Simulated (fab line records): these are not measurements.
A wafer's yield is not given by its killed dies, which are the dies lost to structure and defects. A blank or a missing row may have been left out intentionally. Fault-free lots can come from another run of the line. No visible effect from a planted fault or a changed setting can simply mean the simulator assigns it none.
Chamber matching + flow nand_harc + NHARC_A_CONTACT_ETCH_49 on rie_diel-02: 4 sister chambers
The step etches the open film in N2/H2, target depth 260 nm, time 475.3 s. 4 wafers are shown with their chamber, then 6 later ones without.

## EACH WAFER AND ITS CHAMBER
| wafer  | chamber | showerhead_plenum_p_Torr (Torr) |
|--------|---------|---------------------------------|
| L669.3 | 2       | 2.01                            |
| L668.3 | 0       | 2.10                            |
| L672.1 | 3       | 1.96                            |
| L672.2 | 1       | 2.01                            |

## WAFERS MISSING THEIR CHAMBER
| wafer  | showerhead_plenum_p_Torr (Torr) |
|--------|---------------------------------|
| L672.4 | 2.01                            |
| L673.3 | 1.96                            |
| L673.5 | 2.10                            |
| L673.6 | 1.96                            |
| L678.1 | 1.96                            |
| L678.3 | 2.00                            |

## EACH ONE'S CHAMBER
| wafer  | from the rows above     | in truth |
|--------|-------------------------|----------|
| L672.4 | can't be placed: 1 or 2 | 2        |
| L673.3 | 3                       | 3        |
| L673.5 | 0                       | 0        |
| L673.6 | 3                       | 3        |
| L678.1 | 3                       | 3        |
| L678.3 | can't be placed: 1 or 2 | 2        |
Correct placement for 4 of the 6. Cannot be placed on the basis of these rows: 2; the candidates contain the true chamber in 2. Number placed wrongly: 0.
How it was worked out, from the rows above alone: a wafer's distance from a chamber is the root of the sum, over the readings, of the square of ((its reading less the chamber's mean) divided by the reading's scatter). If the next closest chamber is less than 2 further off than the closest, the wafer can't be placed; otherwise it belongs to the closest. A chamber's mean is the mean of its shown wafers. The scatter: root of mean squared gap, hidden wafer to nearest shown wafer, with one shown wafer a chamber.
